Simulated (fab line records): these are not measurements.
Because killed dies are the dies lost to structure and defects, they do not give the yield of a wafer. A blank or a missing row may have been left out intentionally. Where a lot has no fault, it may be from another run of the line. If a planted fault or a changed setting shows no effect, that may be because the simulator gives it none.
Which tool is to blame? ; flow n5_finfet ; 72 wafers from 24 lots sampled at 4 of the route's 1938 steps

WHAT EACH GAUGE READ, for each wafer
N5_GATE_CUT_INSPECT_26: inspects for defects (darkfield). Usual: 34 for raw_defect_count, sd 13.
lot;measured;on;raw_defect_count;flag
L074;day 4 14:26;defect_inspect-02;23 30 13;
L075;day 4 23:40;defect_inspect-01;41 26 37;
L076;day 5 01:08;defect_inspect-02;27 42 37;
L077;day 5 08:17;defect_inspect-02;18 21 24;
L078;day 5 17:43;defect_inspect-01;32 30 21;
L079;day 6 06:37;defect_inspect-02;32 32 9;
L080;day 6 08:41;defect_inspect-02;19 24 52;
L081;day 6 14:47;defect_inspect-02;34 61 30;
L082;day 6 15:17;defect_inspect-01;29 24 32;
L083;day 6 22:48;defect_inspect-02;45 33 25;
L084;day 7 06:24;defect_inspect-01;52 22 41;
L085;day 7 11:32;defect_inspect-01;50 25 40;
L086;day 7 15:01;defect_inspect-01;47 60 41;
L087;day 8 02:26;defect_inspect-02;37 34 21;
L088;day 8 04:29;defect_inspect-02;35 61 25;
L089;day 8 11:46;defect_inspect-02;34 30 43;
L090;day 8 13:54;defect_inspect-02;34 61 29;
L091;day 8 20:56;defect_inspect-02;43 34 38;
L092;day 9 03:29;defect_inspect-02;35 41 39;
L093;day 9 11:19;defect_inspect-01;31 47 51;
L094;day 9 16:23;defect_inspect-02;52 40 44;
L095;day 10 02:54;defect_inspect-02;28 43 49;
L096;day 10 04:40;defect_inspect-02;27 26 31;
L097;day 10 08:31;defect_inspect-02;62 30 51;

WHICH TOOL RAN EACH LOT (tool, then ch and the chambers of the sampled wafers, then the start)
lot;N5_GATE_CUT_ETCH_19;N5_GATE_CUT_VAPOR_ETCH_48;N5_GATE_CUT_CMP_43
L074;rie_diel-05 ch 0,1,3, day 4 11:21;rie_metal-03 ch 0,1, day 4 11:38;cmp-01 ch 0,1,2, day 4 13:43
L075;rie_diel-02 ch 0,1,2, day 4 20:35;rie_metal-01 ch 0, day 4 20:52;cmp-03 ch 1,2, day 4 22:57
L076;rie_diel-03 ch 1,2, day 4 21:34;rie_metal-02 ch 0,1, day 4 21:52;cmp-02 ch 0,1,3, day 5 00:39
L077;rie_diel-05 ch 0,1,3, day 5 05:12;rie_metal-02 ch 0,1, day 5 05:30;cmp-01 ch 0,1,3, day 5 07:49
L078;rie_diel-05 ch 0,2,3, day 5 14:21;rie_metal-02 ch 0,1, day 5 14:38;cmp-01 ch 0,1,3, day 5 17:01
L079;rie_diel-05 ch 1,2, day 6 03:13;rie_metal-03 ch 0, day 6 03:31;cmp-02 ch 1,2,3, day 6 06:04
L080;rie_diel-02 ch 0,3, day 6 05:31;rie_metal-01 ch 0, day 6 05:49;cmp-02 ch 0,1,3, day 6 08:04
L081;rie_diel-02 ch 2,3, day 6 11:23;rie_metal-02 ch 0,1, day 6 11:44;cmp-01 ch 1,2, day 6 14:05
L082;rie_diel-02 ch 0,1,3, day 6 11:48;rie_metal-01 ch 0,1, day 6 12:05;cmp-03 ch 0,1,3, day 6 14:34
L083;rie_diel-03 ch 1,3, day 6 19:43;rie_metal-01 ch 0,1, day 6 20:01;cmp-03 ch 2,3, day 6 22:05
L084;rie_diel-02 ch 0,1,2, day 7 03:19;rie_metal-01 ch 0,1, day 7 03:37;cmp-02 ch 0,3, day 7 05:46
L085;rie_diel-02 ch 0,1, day 7 08:15;rie_metal-03 ch 0, day 7 08:36;cmp-01 ch 0,1,2, day 7 10:54
L086;rie_diel-05 ch 1,3, day 7 11:23;rie_metal-03 ch 1, day 7 12:00;cmp-02 ch 0,3, day 7 14:23
L087;rie_diel-02 ch 0,2,3, day 7 23:22;rie_metal-02 ch 0,1, day 7 23:39;cmp-02 ch 1,2, day 8 01:49
L088;rie_diel-03 ch 0,1,3, day 8 01:07;rie_metal-03 ch 1, day 8 01:36;cmp-01 ch 0,3, day 8 03:51
L089;rie_diel-03 ch 0,1,3, day 8 08:25;rie_metal-01 ch 0, day 8 08:53;cmp-03 ch 0,1, day 8 11:03
L090;rie_diel-05 ch 0,1,3, day 8 10:33;rie_metal-01 ch 0, day 8 11:02;cmp-02 ch 0,1,3, day 8 13:16
L091;rie_diel-05 ch 0,1,3, day 8 17:48;rie_metal-02 ch 0,1, day 8 18:06;cmp-01 ch 2,3, day 8 20:13
L092;rie_diel-03 ch 0,1,3, day 9 00:15;rie_metal-03 ch 0,1, day 9 00:32;cmp-02 ch 0,1, day 9 02:46
L093;rie_diel-02 ch 0,3, day 9 07:56;rie_metal-03 ch 0,1, day 9 08:13;cmp-03 ch 0,3, day 9 10:41
L094;rie_diel-03 ch 2,3, day 9 13:19;rie_metal-03 ch 0,1, day 9 13:35;cmp-01 ch 0,1,3, day 9 15:45
L095;rie_diel-05 ch 0,2,3, day 9 23:49;rie_metal-03 ch 0,1, day 10 00:06;cmp-01 ch 0,1,2, day 10 02:11
L096;rie_diel-03 ch 1,2, day 10 01:28;rie_metal-03 ch 0,1, day 10 01:46;cmp-03 ch 0,1,2, day 10 04:06
L097;rie_diel-05 ch 0,1,2, day 10 05:26;rie_metal-01 ch 0,1, day 10 05:43;cmp-03 ch 0,2,3, day 10 07:53
- N5_GATE_CUT_ETCH_19: etches SiNx in CH3F/O2, target depth 53.7 nm, time 76.7 s.
- N5_GATE_CUT_VAPOR_ETCH_48: etches TiN in BCl3/Cl2.
- N5_GATE_CUT_CMP_43: polishes SiO2.

AS READ BY THE TOOLS THEMSELVES (means over the sampled wafers that have a number; for cases with no such wafer, the mark the record gives instead)
N5_GATE_CUT_ETCH_19. Usual: O2_flow_sccm 20.00 sccm, standard deviation 0.062; drypump_motor_current_A 5.9 A, standard deviation 0.55; etch_rf_on_time_s 77.3 s, standard deviation 1.8; oes_ar_750_au 0.76 a.u., standard deviation 0.079; oes_product_au 0.65 a.u., standard deviation 0.07; rf_vpp_V 301 V, standard deviation 4.2; showerhead_plenum_p_Torr 2.02 Torr, standard deviation 0.058; throttle_valve_pct 16.41 %, standard deviation 0.22.
lot;tool;O2_flow_sccm (sccm);drypump_motor_current_A (A);etch_rf_on_time_s (s);oes_ar_750_au (a.u.);oes_product_au (a.u.);rf_vpp_V (V);showerhead_plenum_p_Torr (Torr);throttle_valve_pct (%);flag
L074;rie_diel-05;20.04;5.9;77.5;0.74;0.64;304;2.04;16.42;
L075;rie_diel-02;20.00;5.8;77.5;0.76;0.66;298;2.01;16.24;
L076;rie_diel-03;20.02;5.8;77.8;0.73;0.61;299;2.06;16.76;
L077;rie_diel-05;19.97;5.9;78.2;0.73;0.63;305;2.04;16.44;
L078;rie_diel-05;19.98;6.4;76.9;0.75;0.65;301;2.01;16.34;
L079;rie_diel-05;19.94;5.7;77.1;0.71;0.62;306;2.04;16.46;
L080;rie_diel-02;19.99;5.5;77.6;0.71;0.61;300;2.06;16.38;
L081;rie_diel-02;20.01;6.1;78.2;0.70;0.59;297;2.02;16.36;
L082;rie_diel-02;19.96;5.9;78.2;0.75;0.63;300;2.05;16.21;
L083;rie_diel-03;19.98;5.0;76.2;0.76;0.63;303;2.08;16.61;
L084;rie_diel-02;20.00;5.8;78.2;0.75;0.64;298;2.00;16.26;
L085;rie_diel-02;19.96;5.9;77.5;0.79;0.67;301;2.04;16.10;
L086;rie_diel-05;20.03;5.5;77.8;0.70;0.60;306;2.07;16.59;
L087;rie_diel-02;19.99;5.8;79.1;0.70;0.59;298;2.01;16.40;
L088;rie_diel-03;20.00;5.4;75.2;0.82;0.70;301;2.03;16.54;
L089;rie_diel-03;19.98;5.4;75.3;0.83;0.69;300;2.03;16.56;
L090;rie_diel-05;19.92;5.9;78.2;0.72;0.61;303;2.03;16.47;
L091;rie_diel-05;19.99;5.9;78.2;0.72;0.61;304;2.03;16.46;
L092;rie_diel-03;20.08;5.4;75.1;0.81;0.69;301;2.02;16.58;
L093;rie_diel-02;20.06;5.6;78.2;0.69;0.59;300;2.05;16.42;
L094;rie_diel-03;20.00;5.6;77.5;0.89;0.75;300;2.08;16.43;
L095;rie_diel-05;20.05;6.3;78.4;0.73;0.62;301;2.00;16.41;
L096;rie_diel-03;19.99;5.5;73.6;0.81;0.69;299;2.01;16.62;
L097;rie_diel-05;20.02;6.2;77.3;0.81;0.70;303;2.00;16.24;

N5_GATE_CUT_VAPOR_ETCH_48. Usual: drypump_motor_current_A 5.8 A, standard deviation 0.38; oes_product_au 0.76 a.u., standard deviation 0.097.
lot;tool;drypump_motor_current_A (A);oes_product_au (a.u.);flag
L074;rie_metal-03;5.6;0.77;
L075;rie_metal-01;5.8;0.78;
L076;rie_metal-02;6.2;0.84;
L077;rie_metal-02;6.2;0.83;
L078;rie_metal-02;5.8;0.75;
L079;rie_metal-03;5.6;0.74;
L080;rie_metal-01;5.8;0.77;
L081;rie_metal-02;6.3;0.83;
L082;rie_metal-01;5.5;0.63;
L083;rie_metal-01;5.5;0.64;
L084;rie_metal-01;5.7;0.70;
L085;rie_metal-03;5.5;0.74;
L086;rie_metal-03;5.8;0.80;
L087;rie_metal-02;5.8;0.73;
L088;rie_metal-03;5.8;0.80;
L089;rie_metal-01;5.8;0.76;
L090;rie_metal-01;5.8;0.76;
L091;rie_metal-02;5.8;0.72;
L092;rie_metal-03;5.6;0.75;
L093;rie_metal-03;5.8;0.78;
L094;rie_metal-03;5.6;0.75;
L095;rie_metal-03;5.6;0.75;
L096;rie_metal-03;5.6;0.75;
L097;rie_metal-01;5.7;0.83;

N5_GATE_CUT_CMP_43. Usual: motor_current_A 11.5 A, standard deviation 1.2; slurry_filter_dp_kPa 13.49 kPa, standard deviation 0.14.
lot;tool;motor_current_A (A);slurry_filter_dp_kPa (kPa);flag
L074;cmp-01;11.2;13.63;
L075;cmp-03;11.3;13.51;
L076;cmp-02;12.4;13.32;
L077;cmp-01;10.4;13.57;
L078;cmp-01;10.9;13.60;
L079;cmp-02;11.6;13.57;
L080;cmp-02;12.5;13.51;
L081;cmp-01;11.4;13.38;
L082;cmp-03;11.1;13.51;
L083;cmp-03;11.5;13.59;
L084;cmp-02;11.6;13.40;
L085;cmp-01;11.7;13.52;
L086;cmp-02;11.4;13.51;
L087;cmp-02;12.6;13.54;
L088;cmp-01;10.8;13.23;
L089;cmp-03;10.4;13.57;
L090;cmp-02;12.4;13.40;
L091;cmp-01;10.6;13.47;
L092;cmp-02;13.1;13.53;
L093;cmp-03;11.3;13.41;
L094;cmp-01;10.9;13.61;
L095;cmp-01;11.6;13.45;
L096;cmp-03;11.3;13.53;
L097;cmp-03;11.4;13.44;

THE ANSWER, worked out from the rows above alone
Rule: lot off if the mean of its wafers having a number is beyond 3 standard deviations from the usual mean. Also off: a lot with no number at a reading for which 4 or more lots have one. All remaining lots with rows at the step are treated as sound. First the gauges in route order, then the tools' own readings, where a lot's mean is used as printed above. At the first step where some lot is off, the reading lying furthest off is the one used; lots without a number count as furthest.
Nothing can be told from this: no lot is off at any reading shown.

WHAT WAS PUT IN BY THE SIMULATOR
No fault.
